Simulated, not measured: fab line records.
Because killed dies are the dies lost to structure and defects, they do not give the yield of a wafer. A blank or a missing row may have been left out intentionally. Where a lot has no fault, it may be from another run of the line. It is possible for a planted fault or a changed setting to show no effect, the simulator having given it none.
Lot-split experiment ; flow n5_finfet ; route with 1938 steps; 7 lots, 21 wafers read

== THE SPLIT ITSELF ==
At N5_BEOL_M4_COAT_22 (resist thk 30 nm), the setting spin_rpm was moved away from the recipe's 1500 rpm on 10 of the 21 wafers read, by -8.1% to +7.5%. For the rest of the wafers, this setting stayed at what the recipe calls for.

== FROM THE SPLIT TO THE READING: what the file shows between them, 4 steps ==
- N5_BEOL_M4_EBR_24
- N5_BEOL_M4_SOFTBAKE_23: time 60 s
- N5_BEOL_M4_EXPOSE_25: exposes mask V3, defocus 5 nm
- N5_BEOL_M4_PEB_26: peb time 60 s

== THE READING ==
CAR-EUV_of_BEOL_M4_COAT_22.thk_nm (the simulator's own value, which no gauge read), in nm, at N5_BEOL_M4_DEVELOP_27 (develop time 30 s). There is no usual value for it anywhere in the file. Here, 11 wafers ran the recipe; their average is 29.6 nm with a standard deviation of 0.057 nm.

wafer;tool, chamber at the split;spin_rpm as run, rpm;against the recipe;CAR-EUV_of_BEOL_M4_COAT_22.thk_nm, nm;against lot-mates on the recipe
L076.2;litho_track-01, 0;1500;recipe;29.6;-
L076.4;litho_track-01, 0;1456;-2.9%;30;+0.4
L076.6;litho_track-01, 0;1456;-2.9%;30;+0.4
L075.2;litho_track-01, 0;1612;+7.5%;28.4;no lot-mate on the recipe
L075.4;litho_track-01, 0;1612;+7.5%;28.4;no lot-mate on the recipe
L075.6;litho_track-01, 0;1612;+7.5%;28.4;no lot-mate on the recipe
L079.1;litho_track-01, 0;1378;-8.1%;31;no lot-mate on the recipe
L079.4;litho_track-01, 0;1378;-8.1%;31;no lot-mate on the recipe
L079.6;litho_track-01, 0;1378;-8.1%;31;no lot-mate on the recipe
L083.2;litho_track-03, 0;1590;+6.0%;28.8;-0.8
L083.4;litho_track-03, 0;1500;recipe;29.6;-
L083.5;litho_track-03, 0;1500;recipe;29.6;-
L087.1;litho_track-03, 0;1500;recipe;29.6;-
L087.5;litho_track-03, 0;1500;recipe;29.6;-
L087.6;litho_track-03, 0;1500;recipe;29.6;-
L092.1;litho_track-05, 0;1571;+4.7%;29;-0.5
L092.5;litho_track-05, 0;1500;recipe;29.6;-
L092.6;litho_track-05, 0;1500;recipe;29.4;-
L096.2;litho_track-01, 0;1500;recipe;29.6;-
L096.3;litho_track-01, 0;1500;recipe;29.6;-
L096.4;litho_track-01, 0;1500;recipe;29.6;-

FIT RESULTS
A straight line over all 21 wafers: CAR-EUV_of_BEOL_M4_COAT_22.thk_nm changes by -0.161 nm for each +1% of spin_rpm; r = -0.99; the points scatter about the line by 0.081 nm.
The same after taking each lot's own level away (the mean of its wafers on the recipe; 15 wafers): -0.126 nm for each +1%; r = -0.99; scatter 0.05 nm.
On that fit, the largest move of spin_rpm shifts the reading by 1 nm.
Measured against the standard deviation above, the lots' own levels, which go from 29.50 to 29.60 nm, span 1.7 times it.
In other words, the slope is changed by the lot-to-lot level; the two fits disagree.
Check: with one of the wafers moved furthest among these (+6.0%) left out of the fit, the line predicts -0.7 nm for it against its lot-mates. Against them it came out at -0.8 nm.

== THE WHOLE CHAIN: every reading that the file lists as answering this split, in the file's order ==
step;what it does;reading;change (the file's fit);r (the file's)
N5_BEOL_M4_COAT_22;resist thk 30 nm;CAR-EUV_of_BEOL_M4_COAT_22.thk_nm (the simulator's own value, which no gauge read);-0.132 nm for each +1% of the setting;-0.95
N5_BEOL_M4_DEVELOP_27;develop time 30 s;CAR-EUV_of_BEOL_M4_COAT_22.thk_nm (the simulator's own value, which no gauge read);-0.124 nm for each +1% of the setting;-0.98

== FILE'S OWN FIT ==
CAR-EUV_of_BEOL_M4_COAT_22.thk_nm changes by -0.124 nm for each +1% of spin_rpm, r = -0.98.
